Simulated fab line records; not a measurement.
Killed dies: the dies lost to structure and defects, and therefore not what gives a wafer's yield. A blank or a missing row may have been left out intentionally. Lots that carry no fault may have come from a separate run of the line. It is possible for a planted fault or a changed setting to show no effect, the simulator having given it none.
Which tool is to blame?	flow n5Finfet	9 lots, 27 wafers sampled, at 5 steps of a route of 1938

WHAT EACH GAUGE READ, for each wafer
N5_BEOL_M4_RC_MEAS_101. Usual: DIBL_N 36.1 mV/V, standard deviation 1.6; DIBL_P 35.7 mV/V, standard deviation 1.8; IOFF_N 0.159 nA/um, standard deviation 0.027; IOFF_P 0.21 nA/um, standard deviation 0.03; ION_N 673 uA/um, standard deviation 10; ION_P 462 uA/um, standard deviation 7.4; SS_N 71.4 mV/dec, standard deviation 0.56; SS_P 73.2 mV/dec, standard deviation 0.61; VT_N 249.7 mV, standard deviation 3; VT_P -250 mV, standard deviation 3.1.
lot	measured	on	DIBL_N (mV/V)	DIBL_P (mV/V)	IOFF_N (nA/um)	IOFF_P (nA/um)	ION_N (uA/um)	ION_P (uA/um)	SS_N (mV/dec)	SS_P (mV/dec)	VT_N (mV)	VT_P (mV)	flag
L305	day 9 18:08	prober-01	35.6 36.1 34.8	34.9 36.6 35.5	0.137 0.155 0.139	0.18 0.22 0.20	654 670 670	451 462 466	71.5 70.7 70.8	72.7 72.8 73.3	255.4 249.0 249.9	-251 -249 -250	
L306	day 10 04:53	prober-02	35.7 33.3 36.9	35.6 33.7 36.3	0.161 0.131 0.187	0.20 0.17 0.21	671 672 679	455 459 455	71.8 70.0 71.9	72.6 72.1 73.8	251.7 255.0 249.4	-250 -253 -249	
L307	day 10 11:17	prober-02	37.7 37.4 36.4	36.6 37.4 35.7	0.169 0.162 0.149	0.22 0.24 0.21	674 676 675	460 470 462	71.1 71.4 71.5	73.6 72.9 73.1	249.1 249.4 248.8	-251 -247 -248	
L308	day 10 17:29	prober-02	35.6 35.1 37.0	36.0 35.4 37.4	0.159 0.149 0.190	0.20 0.19 0.23	684 673 678	463 459 464	71.0 71.8 71.6	73.1 72.8 73.9	247.0 249.9 246.2	-251 -251 -249	
L311	day 11 12:26	prober-02	35.3 33.6 34.6	35.3 33.2 35.1	0.144 0.117 0.140	0.19 0.18 0.19	664 641 662	458 453 454	70.8 71.1 71.1	73.9 72.3 74.0	253.9 256.6 250.2	-252 -251 -251	
L313	day 11 15:35	prober-02	36.1 35.4 37.2	36.2 35.9 38.5	0.161 0.151 0.198	0.22 0.22 0.26	682 681 694	473 466 471	72.0 71.7 71.3	72.8 73.7 72.9	248.9 250.4 244.0	-245 -246 -246	
L299	day 13 19:43	prober-02	35.2 34.6 35.8	36.1 35.4 36.3	0.172 0.143 0.170	0.23 0.23 0.24	691 664 680	479 471 468	71.9 71.3 71.6	73.7 73.3 74.1	247.3 251.2 250.4	-247 -246 -246	
L317	day 13 17:08	prober-01	34.9 35.7 36.4	34.5 36.9 37.7	0.122 0.148 0.163	0.17 0.21 0.21	666 683 683	455 467 465	71.1 70.8 71.6	73.3 73.6 73.8	253.6 250.6 250.1	-252 -250 -251	
L318	day 13 21:15	prober-01	37.1 35.3 36.2	36.8 34.9 36.0	0.195 0.147 0.178	0.23 0.19 0.22	678 672 677	461 457 463	71.9 71.5 72.2	72.9 72.3 72.4	247.2 251.9 249.4	-250 -253 -250	

WHAT TOOL EACH LOT RAN ON (gives the tool, then ch and the chambers of the sampled wafers, and finally the start)
lot	N5_BEOL_M1_HM_OPEN_17	N5_BEOL_M1_ALD_98	N5_BEOL_M1_ETCHBACK_99	N5_BEOL_M1_ETCH_70
L305	rieMetal-03 ch 0,1, day 8 03:14	aldSin-01 ch 0,1,2, day 8 04:13	rieDiel-05 ch 0,3, day 8 06:53	rieDiel-05 ch 0,3, day 8 06:56
L306	rieMetal-02 ch 0,1, day 8 06:03	aldSin-03 ch 1,2, day 8 06:56	rieDiel-05 ch 1,2,3, day 8 13:05	rieDiel-05 ch 1,2,3, day 8 13:07
L307	rieMetal-01 ch 0,1, day 8 15:12	aldSin-04 ch 0,3, day 8 16:16	rieDiel-04 ch 0,1,2, day 8 16:28	rieDiel-04 ch 0,1,2, day 8 16:31
L308	rieMetal-02 ch 1, day 8 21:48	aldSin-04 ch 1,2, day 8 22:41	rieDiel-05 ch 1,2, day 9 00:40	rieDiel-05 ch 1,2, day 9 00:42
L311	rieMetal-03 ch 0,1, day 9 10:28	aldSin-04 ch 0,1,3, day 9 12:21	rieDiel-04 ch 0,3, day 9 18:28	rieDiel-04 ch 0,3, day 9 18:30
L313	rieMetal-01 ch 0,1, day 10 00:50	aldSin-03 ch 0,3, day 10 01:43	rieDiel-05 ch 0,3, day 10 03:24	rieDiel-05 ch 0,3, day 10 03:26
L299	rieMetal-01 ch 0,1, day 11 04:51	aldSin-01 ch 0,1,3, day 11 05:49	rieDiel-04 ch 0,1,2, day 11 07:47	rieDiel-04 ch 0,1,2, day 11 07:49
L317	rieMetal-02 ch 0,1, day 11 09:11	aldSin-01 ch 2,3, day 11 10:08	rieDiel-05 ch 0,1, day 11 10:57	rieDiel-05 ch 0,1, day 11 10:59
L318	rieMetal-01 ch 0,1, day 11 17:26	aldSin-01 ch 0,2,3, day 11 18:19	rieDiel-05 ch 0,1,2, day 12 05:47	rieDiel-05 ch 0,1,2, day 12 05:49
- N5_BEOL_M1_HM_OPEN_17: chemistry Cl2/BCl3, target TiN, target depth 20 nm, overetch 6 nm.
- N5_BEOL_M1_ALD_98: deposits SiO2, target thk 2.5 nm, pulse time 1 s, co reactant pulse time 1 s.
- N5_BEOL_M1_ETCHBACK_99: etches SiO2 in CHF3, target depth 5 nm, time 10.4 s.
- N5_BEOL_M1_ETCH_70: etches SOC in N2/H2, target depth 80 nm, overetch 16 nm, time 120 s.

WHAT THE TOOLS THEMSELVES READ (means of the sampled wafers that have a number; where no wafer has one, the mark that the record gives instead)
N5_BEOL_M1_HM_OPEN_17. Usual: drypumpMotorCurrentA 5.6 A, standard deviation 0.39; oesProductAu 0.63 a.u., standard deviation 0.11; throttleValvePct 22.33 %, standard deviation 0.14.
lot	tool	drypumpMotorCurrentA (A)	oesProductAu (a.u.)	throttleValvePct (%)	flag
L305	rieMetal-03	5.8	0.54	22.34	
L306	rieMetal-02	5.5	0.65	22.22	
L307	rieMetal-01	5.8	0.77	22.45	
L308	rieMetal-02	5.7	0.81	22.31	
L311	rieMetal-03	5.6	0.52	22.23	
L313	rieMetal-01	5.4	0.75	22.45	
L299	rieMetal-01	5.7	0.75	22.46	
L317	rieMetal-02	5.5	0.62	22.24	
L318	rieMetal-01	5.4	0.74	22.47	

N5_BEOL_M1_ALD_98. Usual: heaterPowerW 78 W, standard deviation 5.1; precursorPulseHeightRel 0.997, standard deviation 0.019.
lot	tool	heaterPowerW (W)	precursorPulseHeightRel	flag
L305	aldSin-01	74	0.986	
L306	aldSin-03	74	1.013	
L307	aldSin-04	84	1.001	
L308	aldSin-04	79	0.994	
L311	aldSin-04	83	1.007	
L313	aldSin-03	78	0.987	
L299	aldSin-01	78	0.999	
L317	aldSin-01	70	0.996	
L318	aldSin-01	72	0.996	

N5_BEOL_M1_ETCHBACK_99. Usual: drypumpMotorCurrentA 5.5 A, standard deviation 0.39; oes_f_703_au 0.79 a.u., standard deviation 0.084; oesProductAu 0.79 a.u., standard deviation 0.088; rfVppV 243 V, standard deviation 6.1; showerheadPlenumPTorr 2.18 Torr, standard deviation 0.078; throttleValvePct 17.19 %, standard deviation 0.14.
lot	tool	drypumpMotorCurrentA (A)	oes_f_703_au (a.u.)	oesProductAu (a.u.)	rfVppV (V)	showerheadPlenumPTorr (Torr)	throttleValvePct (%)	flag
L305	rieDiel-05	5.2	0.71	0.72	244	2.13	17.34	
L306	rieDiel-05	5.8	0.78	0.77	239	2.10	17.15	
L307	rieDiel-04	5.2	0.79	0.80	248	2.23	17.09	
L308	rieDiel-05	5.8	0.79	0.76	234	2.08	17.16	
L311	rieDiel-04	5.4	0.71	0.71	247	2.20	17.11	
L313	rieDiel-05	5.2	0.80	0.82	244	2.12	17.23	
L299	rieDiel-04	5.2	0.77	0.78	247	2.23	17.13	
L317	rieDiel-05	5.4	0.87	0.88	246	2.19	17.22	
L318	rieDiel-05	5.6	0.81	0.81	240	2.13	17.22	

N5_BEOL_M1_ETCH_70. Usual: biasW is 150.0 W with standard deviation 0.4, drypumpMotorCurrentA is 5.5 A with standard deviation 0.39, oesProductAu is 0.61 a.u. with standard deviation 0.062, rfVppV is 524.5 V with standard deviation 2.4, showerheadPlenumPTorr is 2.57 Torr with standard deviation 0.092, tempC is 40.02 C with standard deviation 0.11, and throttleValvePct is 17.97 % with standard deviation 0.24.
lot	tool	biasW (W)	drypumpMotorCurrentA (A)	oesProductAu (a.u.)	rfVppV (V)	showerheadPlenumPTorr (Torr)	tempC (C)	throttleValvePct (%)	flag
L305	rieDiel-05	150.2	5.3	0.56	522.1	2.49	39.96	18.00	
L306	rieDiel-05	150.5	5.8	0.59	522.9	2.48	40.08	17.95	
L307	rieDiel-04	149.9	5.2	0.62	526.2	2.63	40.11	17.76	
L308	rieDiel-05	150.0	5.8	0.59	522.7	2.48	40.20	18.06	
L311	rieDiel-04	149.8	5.5	0.54	526.2	2.60	40.02	17.87	
L313	rieDiel-05	149.8	5.2	0.62	521.6	2.48	39.93	17.89	
L299	rieDiel-04	150.1	5.2	0.60	526.0	2.62	40.04	17.79	
L317	rieDiel-05	153.1	5.4	0.67	530.9	2.61	40.10	18.25	OFF
L318	rieDiel-05	152.6	5.6	0.62	529.4	2.54	39.90	18.18	OFF

THE ANSWER, worked out from the rows above alone
Rule: a lot counts as off when the mean over its wafers that have a number is more than 3 standard deviations away from the usual mean. Also off: a lot with no number at a reading for which 4 or more lots have one. Any other lot the step has rows for is counted as sound. Order of review: gauges by route order, followed by the tools' own readings, for which a lot's mean as printed above is used. At the first step where some lot is off, the reading lying furthest off is the one used; lots without a number count as furthest.
Off at N5_BEOL_M1_ETCH_70 (biasW): L317, L318.
If a tool, at that step or one of the process steps before it, ran each lot that is off and ran no sound lot following the first of them, it fits. 2 tools fit, aldSin-01 at N5_BEOL_M1_ALD_98 and rieDiel-05 at N5_BEOL_M1_ETCHBACK_99 and N5_BEOL_M1_ETCH_70, so this cannot tell which one it is.

WHAT WAS PUT IN BY THE SIMULATOR
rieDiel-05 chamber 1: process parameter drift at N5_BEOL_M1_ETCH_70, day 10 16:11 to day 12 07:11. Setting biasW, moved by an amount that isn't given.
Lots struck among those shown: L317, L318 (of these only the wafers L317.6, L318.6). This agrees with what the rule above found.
